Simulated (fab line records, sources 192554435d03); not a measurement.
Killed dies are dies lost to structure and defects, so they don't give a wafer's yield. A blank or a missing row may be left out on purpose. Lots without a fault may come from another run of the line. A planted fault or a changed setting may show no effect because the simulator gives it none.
Chamber matching | flow n5_finfet | N5_BEOL_M14_ETCH_67 on rie_diel-06: 4 sister chambers
The step etches SiARC in CF4, target depth 143 nm, time 238.3 s. 4 wafers are shown with their chamber, then 8 later ones without.

WAFERS WITH THEIR CHAMBER
wafer  | chamber | drypump_motor_current_A (A)
L085.3 | 1       | 5.4
L085.4 | 0       | 5.5
L085.5 | 2       | 5.4
L087.3 | 3       | 6.8

WAFERS WITHOUT THEIR CHAMBER
wafer  | drypump_motor_current_A (A)
L087.5 | 5.4
L087.6 | 6.8
L088.1 | 5.4
L088.3 | 6.8
L088.4 | 5.3
L093.1 | 5.4
L093.2 | 5.4
L093.4 | 5.5

WHICH CHAMBER EACH WENT THROUGH
wafer  | from the rows above     | in truth
L087.5 | can't be placed: 1 or 2 | 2
L087.6 | 3                       | 3
L088.1 | can't be placed: 1 or 2 | 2
L088.3 | 3                       | 3
L088.4 | can't be placed: 1 or 2 | 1
L093.1 | can't be placed: 1 or 2 | 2
L093.2 | can't be placed: 1 or 2 | 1
L093.4 | 0                       | 0
Placed correctly: 3 of 8. Can't be placed from these rows: 5 (the true chamber is among the candidates in 5). Placed wrongly: 0.
How it was worked out, from the rows above alone: a wafer's distance from a chamber is the root of the sum, over the readings, of the square of ((its reading less the chamber's mean) divided by the reading's scatter). The wafer belongs to the nearest chamber; if the next one is less than 2 further off, it can't be placed. A chamber's mean is the mean of its shown wafers. The scatter: with one shown wafer a chamber, the root of the mean of the squares of how far each hidden wafer lies from its nearest shown one.
